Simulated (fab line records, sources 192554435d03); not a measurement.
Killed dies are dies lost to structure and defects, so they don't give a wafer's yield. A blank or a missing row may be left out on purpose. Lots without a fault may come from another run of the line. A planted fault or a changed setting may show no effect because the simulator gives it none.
Chamber matching | flow n5_finfet | N5_HKMG_FIN_HK_ALD_01 on ald_hk-01: 4 sister chambers
The step deposits HfO2, target thk 1.6 nm, pulse time 3 s, purge time 3 s. 8 wafers are shown with their chamber, then 11 later ones without.

WAFERS WITH THEIR CHAMBER
wafer  | chamber | precursor_pulse_height_rel
L076.1 | 2       | 0.968
L082.3 | 0       | 0.998
L084.5 | 0       | 1.023
L086.4 | 3       | 0.971
L088.1 | 1       | 1.002
L088.2 | 3       | 0.973
L088.4 | 2       | 0.995
L090.2 | 1       | 0.979

WAFERS WITHOUT THEIR CHAMBER
wafer  | precursor_pulse_height_rel
L090.3 | 1.037
L090.4 | 0.968
L092.1 | 0.990
L092.2 | 1.029
L092.5 | 0.976
L093.4 | 0.963
L093.5 | 1.035
L093.6 | 1.010
L097.1 | 0.995
L097.3 | 1.013
L097.5 | 1.029

WHICH CHAMBER EACH WENT THROUGH
wafer  | from the rows above               | in truth
L090.3 | can't be placed: 0 or 1 or 2      | 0
L090.4 | can't be placed: 3 or 2 or 1      | 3
L092.1 | can't be placed: 1 or 2 or 3 or 0 | 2
L092.2 | can't be placed: 0 or 1 or 2      | 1
L092.5 | can't be placed: 3 or 2 or 1 or 0 | 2
L093.4 | can't be placed: 3 or 2 or 1      | 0
L093.5 | can't be placed: 0 or 1 or 2      | 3
L093.6 | can't be placed: 0 or 1 or 2      | 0
L097.1 | can't be placed: 1 or 2 or 0 or 3 | 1
L097.3 | can't be placed: 0 or 1 or 2      | 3
L097.5 | can't be placed: 0 or 1 or 2      | 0
Placed correctly: 0 of 11. Can't be placed from these rows: 11 (the true chamber is among the candidates in 8). Placed wrongly: 0.
How it was worked out, from the rows above alone: a wafer's distance from a chamber is the root of the sum, over the readings, of the square of ((its reading less the chamber's mean) divided by the reading's scatter). The wafer belongs to the nearest chamber; if the next one is less than 2 further off, it can't be placed. A chamber's mean is the mean of its shown wafers. The scatter: the root of (the sum of the squares of (reading less its chamber's mean) over the shown wafers, divided by (wafers less chambers)).
